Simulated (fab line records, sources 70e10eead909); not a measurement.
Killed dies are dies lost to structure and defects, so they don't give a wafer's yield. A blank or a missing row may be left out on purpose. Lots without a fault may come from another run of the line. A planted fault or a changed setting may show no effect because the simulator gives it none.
Chamber matching | flow nand_harc | NHARC_A_CHANNEL_FILL_D2_CMP_10 on cmp-02: 4 sister chambers
The step polishes, target thk 150 nm. 4 wafers are shown with their chamber, then 12 later ones without.

WAFERS WITH THEIR CHAMBER
wafer  | chamber | motor_current_A (A)
L084.6 | 0       | 13.0
L087.2 | 1       | 11.6
L087.3 | 3       | 10.4
L087.6 | 2       | 13.1

WAFERS WITHOUT THEIR CHAMBER
wafer  | motor_current_A (A)
L089.3 | 11.3
L089.4 | 13.5
L089.5 | 12.3
L092.3 | 11.2
L092.4 | 13.0
L092.5 | 12.1
L095.2 | 11.0
L095.4 | 12.1
L095.5 | 11.1
L097.1 | 11.1
L097.3 | 12.5
L097.5 | 11.6

WHICH CHAMBER EACH WENT THROUGH
wafer  | from the rows above          | in truth
L089.3 | can't be placed: 1 or 3      | 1
L089.4 | can't be placed: 2 or 0      | 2
L089.5 | can't be placed: 0 or 1 or 2 | 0
L092.3 | can't be placed: 1 or 3      | 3
L092.4 | can't be placed: 0 or 2      | 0
L092.5 | can't be placed: 1 or 0 or 2 | 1
L095.2 | can't be placed: 1 or 3      | 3
L095.4 | can't be placed: 1 or 0 or 2 | 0
L095.5 | can't be placed: 1 or 3      | 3
L097.1 | can't be placed: 1 or 3      | 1
L097.3 | can't be placed: 0 or 2 or 1 | 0
L097.5 | 1                            | 1
Placed correctly: 1 of 12. Can't be placed from these rows: 11 (the true chamber is among the candidates in 11). Placed wrongly: 0.
How it was worked out, from the rows above alone: a wafer's distance from a chamber is the root of the sum, over the readings, of the square of ((its reading less the chamber's mean) divided by the reading's scatter). The wafer belongs to the nearest chamber; if the next one is less than 2 further off, it can't be placed. A chamber's mean is the mean of its shown wafers. The scatter: with one shown wafer a chamber, the root of the mean of the squares of how far each hidden wafer lies from its nearest shown one.
